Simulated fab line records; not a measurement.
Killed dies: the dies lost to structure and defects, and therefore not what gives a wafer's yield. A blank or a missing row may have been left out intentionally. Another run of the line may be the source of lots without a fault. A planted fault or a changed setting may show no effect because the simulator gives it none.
Chamber matching :: flow n5-finfet :: N5_BEOL_M9_CURE_71 on uv-cure-02: 3 sister chambers
The step cures SiCOH lowk, time 240 s. 27 wafers are shown with their chamber, then 12 later ones without.

WAFERS, EACH WITH ITS CHAMBER
wafer: L076.1
chamber: 1
wafer_temp_C_max: 387.5
lamp-power-pct (%): 52.33

wafer: L076.3
chamber: 1
wafer_temp_C_max: 387.7
lamp-power-pct (%): 52.17

wafer: L076.6
chamber: 1
wafer_temp_C_max: 386.7
lamp-power-pct (%): 52.31

wafer: L076.2
chamber: 1
wafer_temp_C_max: 388.5
lamp-power-pct (%): 52.34

wafer: L076.4
chamber: 1
wafer_temp_C_max: 387.4
lamp-power-pct (%): 52.29

wafer: L076.5
chamber: 1
wafer_temp_C_max: 387.6
lamp-power-pct (%): 52.35

wafer: L077.4
chamber: 2
wafer_temp_C_max: 387.3
lamp-power-pct (%): 52.29

wafer: L077.5
chamber: 2
wafer_temp_C_max: 387.3
lamp-power-pct (%): 52.21

wafer: L077.6
chamber: 2
wafer_temp_C_max: 386.6
lamp-power-pct (%): 52.29

wafer: L079.1
chamber: 2
wafer_temp_C_max: 386.3
lamp-power-pct (%): 52.29

wafer: L079.5
chamber: 2
wafer_temp_C_max: 386.8
lamp-power-pct (%): 52.24

wafer: L079.6
chamber: 2
wafer_temp_C_max: 386.6
lamp-power-pct (%): 52.30

wafer: L079.2
chamber: 2
wafer_temp_C_max: 386.8
lamp-power-pct (%): 52.27

wafer: L079.3
chamber: 2
wafer_temp_C_max: 386.6
lamp-power-pct (%): 52.24

wafer: L079.4
chamber: 2
wafer_temp_C_max: 386.4
lamp-power-pct (%): 52.40

wafer: L083.1
chamber: 0
wafer_temp_C_max: 386.5
lamp-power-pct (%): 52.26

wafer: L083.2
chamber: 0
wafer_temp_C_max: 386.3
lamp-power-pct (%): 52.29

wafer: L083.5
chamber: 0
wafer_temp_C_max: 386.0
lamp-power-pct (%): 52.32

wafer: L082.1
chamber: 0
wafer_temp_C_max: 386.3
lamp-power-pct (%): 52.38

wafer: L082.5
chamber: 0
wafer_temp_C_max: 386.8
lamp-power-pct (%): 52.37

wafer: L082.6
chamber: 0
wafer_temp_C_max: 385.9
lamp-power-pct (%): 52.26

wafer: L082.2
chamber: 0
wafer_temp_C_max: 385.9
lamp-power-pct (%): 52.34

wafer: L082.3
chamber: 0
wafer_temp_C_max: 386.4
lamp-power-pct (%): 52.35

wafer: L082.4
chamber: 0
wafer_temp_C_max: 386.7
lamp-power-pct (%): 52.17

wafer: L086.3
chamber: 1
wafer_temp_C_max: 386.9
lamp-power-pct (%): 52.29

wafer: L086.4
chamber: 1
wafer_temp_C_max: 387.1
lamp-power-pct (%): 52.40

wafer: L086.5
chamber: 1
wafer_temp_C_max: 386.7
lamp-power-pct (%): 52.20

SIGNATURES (means of the wafers above)
reading: wafer_temp_C_max
chamber 0: 386.311
chamber 1: 387.344
chamber 2: 386.744
scatter within a chamber: 0.434

reading: lamp-power-pct
chamber 0: 52.3044
chamber 1: 52.2978
chamber 2: 52.2811
scatter within a chamber: 0.065
Rule: distance of a wafer from a chamber = root of the sum over the readings of ((wafer's reading minus chamber's mean) / reading's scatter) squared. If the next closest chamber is less than 2 further off than the closest, the wafer can't be placed; otherwise it belongs to the closest. The scatter is the square root of a quotient: the sum, over the shown wafers, of each reading's squared deviation from its chamber's mean, divided by wafers minus chambers.

WAFERS WITH NO CHAMBER GIVEN
wafer: L085.2
wafer_temp_C_max: 387.0
lamp-power-pct (%): 52.37

wafer: L085.4
wafer_temp_C_max: 387.9
lamp-power-pct (%): 52.38

wafer: L085.5
wafer_temp_C_max: 387.9
lamp-power-pct (%): 52.32

wafer: L089.4
wafer_temp_C_max: 386.8
lamp-power-pct (%): 52.27

wafer: L089.5
wafer_temp_C_max: 386.4
lamp-power-pct (%): 52.32

wafer: L089.6
wafer_temp_C_max: 387.0
lamp-power-pct (%): 52.34

wafer: L087.2
wafer_temp_C_max: 386.9
lamp-power-pct (%): 52.25

wafer: L087.4
wafer_temp_C_max: 386.8
lamp-power-pct (%): 52.30

wafer: L087.5
wafer_temp_C_max: 386.5
lamp-power-pct (%): 52.36

wafer: L091.1
wafer_temp_C_max: 386.6
lamp-power-pct (%): 52.33

wafer: L091.3
wafer_temp_C_max: 386.8
lamp-power-pct (%): 52.34

wafer: L091.6
wafer_temp_C_max: 386.8
lamp-power-pct (%): 52.29

CHAMBER TAKEN BY EACH
wafer: L085.2
from the rows above: can't be placed: 1 or 2 or 0
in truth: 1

wafer: L085.4
from the rows above: can't be placed: 1 or 2
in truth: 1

wafer: L085.5
from the rows above: can't be placed: 1 or 2
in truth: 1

wafer: L089.4
from the rows above: can't be placed: 2 or 0 or 1
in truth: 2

wafer: L089.5
from the rows above: can't be placed: 0 or 2 or 1
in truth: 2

wafer: L089.6
from the rows above: can't be placed: 1 or 2 or 0
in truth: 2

wafer: L087.2
from the rows above: can't be placed: 2 or 1 or 0
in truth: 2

wafer: L087.4
from the rows above: can't be placed: 2 or 0 or 1
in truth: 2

wafer: L087.5
from the rows above: can't be placed: 0 or 2 or 1
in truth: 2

wafer: L091.1
from the rows above: can't be placed: 0 or 2 or 1
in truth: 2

wafer: L091.3
from the rows above: can't be placed: 2 or 0 or 1
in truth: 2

wafer: L091.6
from the rows above: can't be placed: 2 or 0 or 1
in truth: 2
Placed correctly: 0 of 12. Can't be placed from these rows: 12 (the true chamber is among the candidates in 12). 0 placed wrongly.
